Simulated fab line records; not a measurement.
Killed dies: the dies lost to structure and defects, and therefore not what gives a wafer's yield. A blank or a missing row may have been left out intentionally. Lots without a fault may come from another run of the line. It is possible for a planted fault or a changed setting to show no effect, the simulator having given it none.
The same fault as seen by 2 desks | flow n5-finfet | what lay behind the numbers comes last; until then each desk has only its own

AT THE TOOL OWNER'S DESK: pecvd-04
The tool's own readings at N5_BEOL_M5_DEP_56 (deposits SiCN from 3MS/NH3, target thk 8 nm, time 14 s): means of the sampled wafers that have a number, for each lot that ran on this tool. A lot is out of limits, marked OUT, if its mean lies more than 4 standard deviations from the usual mean; the brackets give that distance.
Columns: A = showerhead-plenum-p-Torr at N5_BEOL_M5_DEP_56, usual 3.656 Torr; B = throttle-valve-pct at N5_BEOL_M5_DEP_56, usual 9.2 %
lot  | first seen here | A     | B
L109 | day 8 05:22     | 3.656 | 9.9
L111 | day 8 22:13     | 3.655 | 9.3
L112 | day 9 04:44     | 3.651 | 9.3
This desk found nothing out of limits on any of the 3 lots.

THE METROLOGY DESK
What the gauges read for every lot (on any tool): the sampled wafers with a number, averaged. A lot is out of limits, marked OUT, if its mean lies more than 4 standard deviations from the usual mean; the brackets give that distance.
Columns: A = M5_THK at N5_BEOL_M5_THK_MEAS_53, usual 62.1 nm; B = M5_RS at N5_BEOL_M5_RS_MEAS_57, usual 0.390 ohm/sq
lot  | first seen here | A    | B
L109 | day 8 05:10     | 62.5 | 0.390
L111 | day 8 22:01     | 63.3 | 0.378
L112 | day 9 04:33     | 64.3 | 0.373
L118 | day 10 09:03    | 62.5 | 0.386
L125 | day 12 02:16    | 61.5 | 0.392
L130 | day 13 18:31    | 60.1 | 0.404
This desk found nothing out of limits on any of the 6 lots.

PUT TOGETHER
The desk of the tool owner found nothing out of limits.
At the metrology desk, nothing out of limits was observed.

WHAT THE SIMULATOR HAD PUT IN
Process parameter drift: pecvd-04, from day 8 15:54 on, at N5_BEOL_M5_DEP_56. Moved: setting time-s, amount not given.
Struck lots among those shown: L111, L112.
